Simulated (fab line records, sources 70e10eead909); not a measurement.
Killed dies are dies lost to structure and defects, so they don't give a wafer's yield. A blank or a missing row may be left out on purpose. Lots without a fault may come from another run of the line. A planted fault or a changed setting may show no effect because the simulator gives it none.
Chamber matching | flow nand_harc | NHARC_P_M1_DEP_33 on pecvd-01: 3 sister chambers
The step deposits SiCN, target thk 30 nm. 3 wafers are shown with their chamber, then 8 later ones without.

WAFERS WITH THEIR CHAMBER
wafer  | chamber | heater_power_w (W)
L084.6 | 0       | 534
L090.6 | 1       | 597
L091.1 | 2       | 550

WAFERS WITHOUT THEIR CHAMBER
wafer  | heater_power_w (W)
L091.2 | 521
L091.4 | 515
L092.1 | 541
L092.3 | 610
L092.5 | 557
L094.1 | 578
L094.2 | 463
L094.3 | 505

WHICH CHAMBER EACH WENT THROUGH
wafer  | from the rows above          | in truth
L091.2 | can't be placed: 0 or 2      | 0
L091.4 | can't be placed: 0 or 2      | 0
L092.1 | can't be placed: 0 or 2 or 1 | 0
L092.3 | can't be placed: 1 or 2      | 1
L092.5 | can't be placed: 2 or 0 or 1 | 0
L094.1 | can't be placed: 1 or 2 or 0 | 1
L094.2 | can't be placed: 0 or 2      | 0
L094.3 | can't be placed: 0 or 2      | 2
Placed correctly: 0 of 8. Can't be placed from these rows: 8 (the true chamber is among the candidates in 8). Placed wrongly: 0.
How it was worked out, from the rows above alone: a wafer's distance from a chamber is the root of the sum, over the readings, of the square of ((its reading less the chamber's mean) divided by the reading's scatter). The wafer belongs to the nearest chamber; if the next one is less than 2 further off, it can't be placed. A chamber's mean is the mean of its shown wafers. The scatter: with one shown wafer a chamber, the root of the mean of the squares of how far each hidden wafer lies from its nearest shown one.
